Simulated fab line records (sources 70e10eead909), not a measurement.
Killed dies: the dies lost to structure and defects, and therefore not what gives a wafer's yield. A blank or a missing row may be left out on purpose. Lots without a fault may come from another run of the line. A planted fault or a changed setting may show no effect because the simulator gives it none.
The tool behind it: which one?	flow nandHarc	Sampling: 6 lots, 18 wafers, 3 of 1302 route steps

## WHAT THE GAUGES READ, wafer by wafer
NHARC_A_ONON_D1_THK_MEAS_11: measures by ellipsometry.
lot	measured	on	thkNm (nm)
L454	day 9 02:23	filmMetro-01	991 991 991
L457	day 9 23:25	filmMetro-02	990 991 989
L461	day 11 14:01	filmMetro-01	1723 1722 1722
L469	day 14 21:53	filmMetro-02	992 993 991
L471	day 15 13:28	filmMetro-01	1000 1002 1000
L473	day 16 12:56	filmMetro-02	992 993 993

## WHAT TOOL EACH LOT RAN ON (gives the tool, then ch and the chambers of the sampled wafers, and finally the start)
lot	NHARC_P_BONDPAD_PRE_CLEAN_26	NHARC_A_ONON_D1_DEP_09
L454	pvdSputter-03, day 7 23:54 or earlier	pecvdOnon-03 ch 0, day 9 01:52
L457	pvdSputter-02, day 8 22:34 or earlier	pecvdOnon-03 ch 0, day 9 22:54
L461	pvdSputter-02, day 10 12:50 or earlier	pecvdOnon-02 ch 0, day 11 13:33
L469	pvdSputter-01, day 13 18:10 or earlier	pecvdOnon-03 ch 0, day 14 21:23
L471	pvdSputter-03, day 14 12:52 or earlier	pecvdOnon-03 ch 0, day 15 12:58
L473	pvdSputter-02, day 15 12:29 or earlier	pecvdOnon-04 ch 0, day 16 12:26
- NHARC_P_BONDPAD_PRE_CLEAN_26: time 30 s.
- NHARC_A_ONON_D1_DEP_09: target thk 1000 nm.

## THE ANSWER, worked out from the rows above alone
Rule: usual is defined by the lots themselves. Put in order of their means at a reading, lots are off if they are a third of the lots or fewer, leave a main group of 4 or more, and stand apart from it by a gap of 3 or more times the standard deviation of the main group's means; of several such gaps the widest counts. If all means in a main group match to the digits the tables above print for the reading, that group is not used. A lot without any number at a reading at which 4 lots or more have one is off too. The other lots that the step has rows for count as sound.
Off: L461, at NHARC_A_ONON_D1_THK_MEAS_11 (thkNm). The main group has a mean of 993 nm with a standard deviation of 3.8.
If a tool, at a process step before that reading, ran all the lots that are off and no sound lot after the first of them, it fits. Those tools and the gauges at NHARC_A_ONON_D1_THK_MEAS_11 are tried in the same way. NHARC_P_BONDPAD_PRE_CLEAN_26 gives no start for some lots, so the hours and the order of its lots are those of NHARC_A_START_INSPECT_01. One candidate fits, namely pecvdOnon-02 at NHARC_A_ONON_D1_DEP_09. It ran no sound lot before its first lot that is off in this sample, so the start can't be narrowed down.

## WHAT HAD BEEN PUT IN BY THE SIMULATOR
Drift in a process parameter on pecvdOnon-02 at NHARC_A_ONON_D1_DEP_09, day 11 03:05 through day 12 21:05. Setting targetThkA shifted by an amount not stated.
Lots struck among those shown: L461. The rule given above showed the same thing.
